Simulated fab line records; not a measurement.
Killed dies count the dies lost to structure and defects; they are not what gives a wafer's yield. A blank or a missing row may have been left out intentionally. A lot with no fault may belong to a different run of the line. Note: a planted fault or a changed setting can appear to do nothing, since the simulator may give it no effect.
Chamber matching + flow n5_finfet + 4 sister chambers for N5_FIN_SAQP_SPACER1_ALD_24 on ald_sin-04
The step deposits SiO2, target thk 20.3 nm, pulse time 1 s, purge time 2 s. 8 wafers are shown with their chamber, then 12 later ones without.

## EACH WAFER AND ITS CHAMBER
| wafer  | chamber | heater_power_w (W) | susceptor_temp_C (C) |
|--------|---------|--------------------|----------------------|
| L087.1 | 0       | 450                | 299.58               |
| L087.3 | 2       | 548                | 300.12               |
| L087.4 | 0       | 441                | 299.81               |
| L089.5 | 2       | 551                | 299.92               |
| L089.6 | 3       | 423                | 300.60               |
| L091.2 | 3       | 415                | 300.42               |
| L091.3 | 1       | 564                | 300.22               |
| L091.6 | 1       | 568                | 300.37               |

## WAFERS WITHOUT THEIR CHAMBER
| wafer  | heater_power_w (W) | susceptor_temp_C (C) |
|--------|--------------------|----------------------|
| L093.1 | 413                | 299.64               |
| L093.3 | 457                | 300.33               |
| L093.6 | 418                | 299.76               |
| L095.2 | 572                | 300.25               |
| L095.3 | 404                | 299.82               |
| L095.6 | 440                | 299.72               |
| L096.4 | 452                | 300.07               |
| L096.5 | 559                | 300.13               |
| L096.6 | 549                | 299.88               |
| L097.1 | 562                | 300.30               |
| L097.3 | 555                | 300.03               |
| L097.4 | 439                | 300.19               |

## CHAMBER TAKEN BY EACH
| wafer  | from the rows above     | in truth |
|--------|-------------------------|----------|
| L093.1 | can't be placed: 3 or 0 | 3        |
| L093.3 | 0                       | 0        |
| L093.6 | can't be placed: 3 or 0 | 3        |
| L095.2 | 1                       | 1        |
| L095.3 | 3                       | 3        |
| L095.6 | 0                       | 0        |
| L096.4 | 0                       | 0        |
| L096.5 | can't be placed: 1 or 2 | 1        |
| L096.6 | 2                       | 2        |
| L097.1 | 1                       | 1        |
| L097.3 | can't be placed: 2 or 1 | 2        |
| L097.4 | can't be placed: 0 or 3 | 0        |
7 of 12 placed correctly. Unplaceable from these rows: 5, with the true chamber sitting among the candidates in 5. 0 placed wrongly.
How it was worked out, from the rows above alone: a wafer's distance from a chamber is the root of the sum, over the readings, of the square of ((its reading less the chamber's mean) divided by the reading's scatter). If the next closest chamber is less than 2 further off than the closest, the wafer can't be placed; otherwise it belongs to the closest. For every chamber, the mean is computed from those of its wafers that are shown. The scatter: the root of (the sum of the squares of (reading less its chamber's mean) over the shown wafers, divided by (wafers less chambers)).
